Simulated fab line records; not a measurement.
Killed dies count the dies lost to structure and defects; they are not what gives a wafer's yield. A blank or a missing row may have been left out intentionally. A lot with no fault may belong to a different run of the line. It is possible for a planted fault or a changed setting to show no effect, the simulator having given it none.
The same fault as seen by 2 desks | flow n5_finfet | only its own numbers are on each desk; what lay behind them is given at the end

METROLOGY DESK
What the gauges read, lot by lot, whatever tool the lot ran on: means of the sampled wafers that have a number. Any lot whose mean is over 4 standard deviations away from the usual mean is out of limits and marked OUT; that distance is given in the brackets.
Columns: A = HK_THK at N5_HKMG_FIN_THK_MEAS_70, usual 1.609 nm; B = cd_nm at N5_HKMG_FIN_CD_MEAS_12, usual 92.9 nm
lot  | first seen here | A     | B
L461 | day 4 18:19     | 1.604 | 92.8
L475 | day 8 07:47     | 1.606 | -
L476 | day 8 15:07     | 1.641 | -
L477 | day 8 19:28     | 1.616 | 92.2
L479 | day 9 10:18     | 1.600 | 93.4
L480 | day 9 13:50     | 1.616 | 93.0
This desk found nothing out of limits on any of the 6 lots.

FOR THE TOOL OWNER'S DESK: litho_track-02
The tool's own readings at N5_HKMG_FIN_DEVELOP_11 (develop time 30 s): means of the sampled wafers that have a number, for each lot that ran on this tool. Any lot whose mean is over 4 standard deviations away from the usual mean is out of limits and marked OUT; that distance is given in the brackets.
Columns: A = chill_plate_temp_C at N5_HKMG_FIN_DEVELOP_11, usual 22.99 C; B = exhaust_pa at N5_HKMG_FIN_DEVELOP_11, usual 44.7 Pa
lot  | first seen here | A     | B
L480 | day 9 14:39     | 23.01 | 44.1
This desk's finding: nothing out of limits on the one lot.

PUT TOGETHER
The metrology desk saw nothing out of limits.
The desk of the tool owner found nothing out of limits.

WHAT WAS PUT IN BY THE SIMULATOR
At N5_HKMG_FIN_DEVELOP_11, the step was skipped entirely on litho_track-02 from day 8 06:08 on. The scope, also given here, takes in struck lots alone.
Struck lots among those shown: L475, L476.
